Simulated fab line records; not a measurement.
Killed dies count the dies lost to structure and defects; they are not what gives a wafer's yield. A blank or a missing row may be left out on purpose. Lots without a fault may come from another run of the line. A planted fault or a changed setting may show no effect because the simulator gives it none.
Chamber matching    flow nand-harc    NHARC_A_CHANNEL_HOLE_D1_ETCH_44 on rie-diel-02 has 4 sister chambers
The step etches the open film in CF4/O2, target depth 140 nm, overetch 14 nm, time 77 s. 4 wafers are shown with their chamber, then 12 later ones without.

== WAFERS WITH THEIR CHAMBER ==
wafer   chamber  drypump-motor-current-A (A)
L086.4  3        5.8
L085.1  1        6.3
L085.2  2        5.5
L085.3  0        5.7

== WAFERS WITHOUT THEIR CHAMBER ==
wafer   drypump-motor-current-A (A)
L094.1  5.8
L094.3  5.7
L094.6  5.8
L095.1  5.8
L095.3  5.5
L095.5  5.5
L095.2  5.7
L095.4  6.3
L095.6  5.8
L096.2  5.8
L096.4  6.2
L096.5  6.2

== EACH ONE'S CHAMBER ==
wafer   from the rows above  in truth
L094.1  3                    3
L094.3  0                    0
L094.6  3                    3
L095.1  3                    3
L095.3  2                    2
L095.5  2                    2
L095.2  0                    0
L095.4  1                    1
L095.6  3                    3
L096.2  3                    3
L096.4  1                    1
L096.5  1                    1
12 of 12 placed correctly. Number that these rows cannot place: 0. Wrongly placed: 0.
How it was worked out, from the rows above alone: a wafer's distance from a chamber is the root of the sum, over the readings, of the square of ((its reading less the chamber's mean) divided by the reading's scatter). If the next closest chamber is less than 2 further off than the closest, the wafer can't be placed; otherwise it belongs to the closest. Each chamber's mean is taken over the wafers shown for it. The scatter (one wafer shown for each chamber): square how far every hidden wafer sits from the nearest shown wafer, average those squares and take the square root.
